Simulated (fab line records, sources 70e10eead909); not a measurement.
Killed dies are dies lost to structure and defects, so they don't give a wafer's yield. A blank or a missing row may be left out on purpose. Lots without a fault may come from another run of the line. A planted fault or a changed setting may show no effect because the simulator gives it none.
Which tool did it? | flow nand_harc | 24 lots, 72 wafers sampled, at 4 steps of a route of 1159

WHAT THE GAUGES READ, wafer by wafer
NHARC_A_SGD_CUT_OVL_MEAS_10. Usual: overlay_x_nm 0.1 nm, standard deviation 0.92; overlay_y_nm 0.1 nm, standard deviation 0.81.
lot  | measured     | on         | overlay_x_nm (nm) | overlay_y_nm (nm) | flag
L074 | day 14 03:08 | overlay-02 | 0.1 0.1 0.8       | -1.2 -1.1 -0.9    |
L075 | day 14 02:43 | overlay-02 | -0.1 -0.2 -0.3    | 1.8 1.3 1.3       |
L076 | day 14 03:29 | overlay-02 | 0.7 0.3 0.9       | 1.1 1.2 0.3       |
L077 | day 14 21:44 | overlay-02 | -0.1 -0.5 0.1     | -0.3 -0.1 0.2     |
L079 | day 14 22:17 | overlay-01 | -0.2 0.1 0.0      | -0.2 0.0 -0.5     |
L080 | day 14 21:15 | overlay-01 | -0.9 -0.4 -0.6    | 1.1 1.3 1.4       |
L078 | day 14 21:35 | overlay-01 | -0.2 -0.5 -0.7    | 0.1 0.1 0.5       |
L081 | day 15 10:54 | overlay-02 | -0.4 -0.5 0.2     | -0.5 -0.1 -0.1    |
L083 | day 15 22:05 | overlay-01 | 0.3 0.7 0.0       | -1.2 -1.1 -0.8    |
L082 | day 15 22:34 | overlay-02 | 1.6 1.7 1.6       | -0.1 -0.3 -0.4    |
L084 | day 16 10:40 | overlay-02 | 0.2 -0.3 -0.7     | 0.3 -0.1 0.4      |
L085 | day 17 00:26 | overlay-01 | -1.3 -0.9 -0.8    | -0.8 -0.6 -0.7    |
L086 | day 17 00:12 | overlay-02 | 0.1 0.0 0.0       | 0.7 1.3 0.6       |
L087 | day 17 00:37 | overlay-01 | 0.1 -0.5 -1.1     | -0.4 -0.6 -0.9    |
L089 | day 17 16:27 | overlay-02 | -1.5 -1.9 -1.6    | 0.3 0.6 0.2       |
L088 | day 17 16:38 | overlay-01 | -0.5 -0.8 0.0     | -0.1 0.8 0.1      |
L090 | day 17 21:19 | overlay-02 | 0.9 1.0 0.6       | -0.1 -0.4 -0.5    |
L091 | day 17 21:34 | overlay-02 | 1.5 1.7 0.9       | 0.2 0.6 0.0       |
L092 | day 18 02:28 | overlay-02 | 1.3 1.2 1.3       | 2.0 1.8 2.1       |
L093 | day 18 02:40 | overlay-02 | -0.2 0.2 -0.5     | 0.5 0.7 1.0       |
L095 | day 18 13:39 | overlay-01 | -1.0 -0.9 -0.3    | 0.5 -0.5 -0.3     |
L096 | day 18 14:00 | overlay-01 | -0.6 -1.2 -0.9    | -0.1 -0.4 -0.2    |
L094 | day 18 13:43 | overlay-02 | 1.1 2.2 1.3       | -1.1 -1.2 -1.1    |
L097 | day 19 23:52 | overlay-02 | 1.7 1.8 2.0       | -0.9 -0.4 -0.4    |

WHICH TOOL RAN EACH LOT (tool, then ch and the chambers of the sampled wafers, then the start)
lot  | NHARC_A_STAIRCASE_ETCHBACK_416                | NHARC_A_STAIRCASE_DESCUM_443       | NHARC_A_STAIRCASE_DEP_471
L074 | rie_diel-10 ch 1,2,3, day 13 20:59 or earlier | rie_diel-10 ch 0,1,3, day 13 20:59 | pecvd-02 ch 1,2, day 14 01:40
L075 | rie_diel-01 ch 1,2, day 13 20:49 or earlier   | rie_diel-01 ch 0,3, day 13 20:49   | pecvd-01 ch 0,1,2, day 14 01:22
L076 | rie_diel-10 ch 1,2,3, day 13 21:27 or earlier | rie_diel-12 ch 0,1, day 13 21:27   | pecvd-02 ch 0,2, day 14 02:01
L077 | rie_diel-12 ch 0,1,3, day 14 15:12 or earlier | rie_diel-01 ch 0,1, day 14 15:12   | pecvd-01 ch 1,2, day 14 20:02
L079 | rie_diel-10 ch 0,1,2, day 14 15:10 or earlier | rie_diel-10 ch 0,2,3, day 14 15:10 | pecvd-02 ch 0,1, day 14 20:56
L080 | rie_diel-01 ch 1,2, day 14 15:07 or earlier   | rie_diel-10 ch 0,3, day 14 15:07   | pecvd-01 ch 0,2, day 14 19:41
L078 | rie_diel-12 ch 1,2,3, day 14 15:24 or earlier | rie_diel-12 ch 0,2, day 14 15:24   | pecvd-02 ch 0,1, day 14 20:05
L081 | rie_diel-10 ch 0,1,2, day 15 04:53 or earlier | rie_diel-12 ch 0,1,3, day 15 04:53 | pecvd-01 ch 0,1,2, day 15 09:24
L083 | rie_diel-12 ch 0,1,2, day 15 16:13 or earlier | rie_diel-10 ch 0,2,3, day 15 16:13 | pecvd-03 ch 0,2, day 15 20:34
L082 | rie_diel-12 ch 1,2,3, day 15 16:34 or earlier | rie_diel-01 ch 0,2,3, day 15 16:34 | pecvd-01 ch 0,1, day 15 21:01
L084 | rie_diel-01 ch 0,1, day 16 04:30 or earlier   | rie_diel-10 ch 0,2,3, day 16 04:30 | pecvd-01 ch 0,2, day 16 09:00
L085 | rie_diel-10 ch 0,1,3, day 16 18:05 or earlier | rie_diel-12 ch 1,2,3, day 16 18:05 | pecvd-03 ch 0,1, day 16 22:56
L086 | rie_diel-01 ch 0,2,3, day 16 18:03 or earlier | rie_diel-10 ch 0,1,3, day 16 18:03 | pecvd-01 ch 0,1, day 16 22:38
L087 | rie_diel-12 ch 1,2,3, day 16 18:16 or earlier | rie_diel-01 ch 0,3, day 16 18:16   | pecvd-01 ch 0,1,2, day 16 22:59
L089 | rie_diel-01 ch 0,1,2, day 17 10:34 or earlier | rie_diel-12 ch 1,2,3, day 17 10:34 | pecvd-03 ch 0,1,2, day 17 14:59
L088 | rie_diel-12 ch 0,1, day 17 10:43 or earlier   | rie_diel-01 ch 0,1,2, day 17 10:43 | pecvd-03 ch 0,1,2, day 17 15:08
L090 | rie_diel-01 ch 0,1, day 17 15:29 or earlier   | rie_diel-12 ch 0,1,3, day 17 15:29 | pecvd-03 ch 1,2, day 17 19:49
L091 | rie_diel-12 ch 0,1,2, day 17 15:39 or earlier | rie_diel-01 ch 2,3, day 17 15:39   | pecvd-02 ch 0,1,2, day 17 20:05
L092 | rie_diel-10 ch 1,2, day 17 20:38 or earlier   | rie_diel-12 ch 0,3, day 17 20:38   | pecvd-02 ch 0,1, day 18 00:57
L093 | rie_diel-12 ch 2,3, day 17 20:48 or earlier   | rie_diel-01 ch 1,2, day 17 20:48   | pecvd-02 ch 0,1,2, day 18 01:18
L095 | rie_diel-01 ch 0,1, day 18 07:23 or earlier   | rie_diel-10 ch 0,2,3, day 18 07:23 | pecvd-02 ch 0,1,2, day 18 12:12
L096 | rie_diel-10 ch 0,1,2, day 18 07:42 or earlier | rie_diel-01 ch 0,2,3, day 18 07:42 | pecvd-02 ch 0,1,2, day 18 12:29
L094 | rie_diel-01 ch 1,3, day 18 07:32 or earlier   | rie_diel-12 ch 0,2,3, day 18 07:32 | pecvd-02 ch 0,1,2, day 18 12:19
L097 | rie_diel-01 ch 0,1, day 19 17:10 or earlier   | rie_diel-10 ch 0,3, day 19 17:10   | pecvd-02 ch 0,2, day 19 22:23
- NHARC_A_STAIRCASE_ETCHBACK_416: etches the open film in C4F8/O2/Ar, target depth 36 nm, time 7.2 s.
- NHARC_A_STAIRCASE_DESCUM_443: chemistry O2, time 3 s.
- NHARC_A_STAIRCASE_DEP_471: deposits SiO2, target thk 100 nm.

WHAT THE TOOLS THEMSELVES READ (means of the sampled wafers that have a number; where no wafer has one, the mark that the record gives instead)
NHARC_A_STAIRCASE_ETCHBACK_416. Usual: oes_product_au 0.94 a.u., standard deviation 0.033; rf_vpp_V 723 V, standard deviation 5.3.
lot  | tool        | oes_product_au (a.u.) | rf_vpp_V (V) | flag
L074 | rie_diel-10 | 0.92                  | 719          |
L075 | rie_diel-01 | 0.93                  | 723          |
L076 | rie_diel-10 | 0.93                  | 719          |
L077 | rie_diel-12 | 0.93                  | 730          |
L079 | rie_diel-10 | 0.93                  | 719          |
L080 | rie_diel-01 | 1.01                  | 725          |
L078 | rie_diel-12 | 0.93                  | 724          |
L081 | rie_diel-10 | 1.00                  | 719          |
L083 | rie_diel-12 | 0.92                  | 724          |
L082 | rie_diel-12 | 0.93                  | 724          |
L084 | rie_diel-01 | 1.00                  | 722          |
L085 | rie_diel-10 | 0.92                  | 720          |
L086 | rie_diel-01 | 1.00                  | 722          |
L087 | rie_diel-12 | 0.92                  | 724          |
L089 | rie_diel-01 | 0.93                  | 721          |
L088 | rie_diel-12 | 0.93                  | 729          |
L090 | rie_diel-01 | 0.93                  | 718          |
L091 | rie_diel-12 | 0.92                  | 725          |
L092 | rie_diel-10 | 1.00                  | 717          |
L093 | rie_diel-12 | 0.91                  | 725          |
L095 | rie_diel-01 | 0.94                  | 721          |
L096 | rie_diel-10 | 0.99                  | 718          |
L094 | rie_diel-01 | 0.93                  | 726          |
L097 | rie_diel-01 | 0.92                  | 719          |

NHARC_A_STAIRCASE_DESCUM_443. Usual: drypump_motor_current_A 5.6 A, standard deviation 0.54; oes_product_au 1.001 a.u., standard deviation 0.0071; rf_vpp_V 57.8 V, standard deviation 1.1; showerhead_plenum_p_Torr 1.91 Torr, standard deviation 0.1; throttle_valve_pct 11.312 %, standard deviation 0.01.
lot  | tool        | drypump_motor_current_A (A) | oes_product_au (a.u.) | rf_vpp_V (V) | showerhead_plenum_p_Torr (Torr) | throttle_valve_pct (%) | flag
L074 | rie_diel-10 | 5.5                         | 1.002                 | 58.3         | 1.85                            | 11.308                 |
L075 | rie_diel-01 | 6.3                         | 1.006                 | 57.6         | 1.85                            | 11.313                 |
L076 | rie_diel-12 | 5.3                         | 1.002                 | 58.6         | 2.03                            | 11.314                 |
L077 | rie_diel-01 | 5.9                         | 1.003                 | 57.4         | 1.88                            | 11.315                 |
L079 | rie_diel-10 | 5.3                         | 0.996                 | 57.3         | 1.85                            | 11.311                 |
L080 | rie_diel-10 | 5.4                         | 1.000                 | 57.4         | 1.87                            | 11.316                 |
L078 | rie_diel-12 | 5.1                         | 1.005                 | 57.6         | 1.87                            | 11.316                 |
L081 | rie_diel-12 | 5.4                         | 0.996                 | 58.9         | 2.04                            | 11.305                 |
L083 | rie_diel-10 | 5.3                         | 1.001                 | 57.1         | 1.84                            | 11.313                 |
L082 | rie_diel-01 | 6.4                         | 0.993                 | 57.5         | 1.89                            | 11.304                 |
L084 | rie_diel-10 | 5.3                         | 0.995                 | 57.6         | 1.84                            | 11.307                 |
L085 | rie_diel-12 | 5.1                         | 0.995                 | 57.6         | 1.94                            | 11.316                 |
L086 | rie_diel-10 | 5.5                         | 1.001                 | 57.1         | 1.84                            | 11.313                 |
L087 | rie_diel-01 | 6.3                         | 1.005                 | 58.5         | 1.92                            | 11.305                 |
L089 | rie_diel-12 | 5.2                         | 1.004                 | 59.7         | 2.05                            | 11.320                 |
L088 | rie_diel-01 | 6.2                         | 1.002                 | 58.1         | 1.86                            | 11.321                 |
L090 | rie_diel-12 | 5.4                         | 1.011                 | 56.8         | 2.03                            | 11.311                 |
L091 | rie_diel-01 | 6.5                         | 0.999                 | 57.8         | 1.93                            | 11.316                 |
L092 | rie_diel-12 | 5.5                         | 1.001                 | 58.2         | 2.05                            | 11.305                 |
L093 | rie_diel-01 | 6.3                         | 1.001                 | 58.1         | 1.91                            | 11.309                 |
L095 | rie_diel-10 | 5.3                         | 1.001                 | 57.1         | 1.84                            | 11.306                 |
L096 | rie_diel-01 | 6.4                         | 1.002                 | 56.5         | 1.88                            | 11.328                 |
L094 | rie_diel-12 | 5.2                         | 0.995                 | 58.4         | 2.06                            | 11.308                 |
L097 | rie_diel-10 | 5.4                         | 1.001                 | 57.6         | 1.85                            | 11.314                 |

NHARC_A_STAIRCASE_DEP_471. Usual: heater_power_w 566 W, standard deviation 75; susceptor_temp_C 400.07 C, standard deviation 0.22; throttle_valve_pct 15.9 %, standard deviation 0.64.
lot  | tool     | heater_power_w (W) | susceptor_temp_C (C) | throttle_valve_pct (%) | flag
L074 | pecvd-02 | 592                | 399.96               | 15.4                   |
L075 | pecvd-01 | 541                | 400.19               | 16.0                   |
L076 | pecvd-02 | 627                | 399.88               | 15.8                   |
L077 | pecvd-01 | 451                | 400.07               | 16.2                   |
L079 | pecvd-02 | 611                | 400.33               | 16.4                   |
L080 | pecvd-01 | 477                | 400.19               | 16.3                   |
L078 | pecvd-02 | 577                | 400.08               | 16.9                   |
L081 | pecvd-01 | 486                | 400.18               | 15.9                   |
L083 | pecvd-03 | 606                | 400.05               | 15.4                   |
L082 | pecvd-01 | 556                | 400.31               | 15.7                   |
L084 | pecvd-01 | 502                | 400.11               | 15.9                   |
L085 | pecvd-03 | 586                | 399.92               | 16.2                   |
L086 | pecvd-01 | 545                | 400.16               | 15.7                   |
L087 | pecvd-01 | 508                | 399.99               | 15.9                   |
L089 | pecvd-03 | 581                | 400.22               | 15.9                   |
L088 | pecvd-03 | 661                | 400.10               | 15.9                   |
L090 | pecvd-03 | 693                | 400.04               | 15.5                   |
L091 | pecvd-02 | 580                | 400.15               | 15.7                   |
L092 | pecvd-02 | 535                | 400.13               | 16.3                   |
L093 | pecvd-02 | 571                | 399.96               | 15.8                   |
L095 | pecvd-02 | 564                | 400.33               | 15.9                   |
L096 | pecvd-02 | 554                | 400.01               | 15.9                   |
L094 | pecvd-02 | 580                | 399.97               | 15.8                   |
L097 | pecvd-02 | 510                | 400.14               | 16.2                   |

THE ANSWER, worked out from the rows above alone
Rule: a lot is off if the mean of its wafers that have a number lies more than 3 standard deviations from the usual mean. A lot without any number at a reading at which 4 lots or more have one is off too. The other lots that the step has rows for count as sound. The gauges are gone through in route order, then the tools' own readings, and for those a lot's mean is taken as printed above. The first step at which some lot is off is used, and at that step the reading that is off furthest; a lot without a number counts as furthest.
No lot is off at any reading shown: from this, nothing can be told.

WHAT THE SIMULATOR HAD PUT IN
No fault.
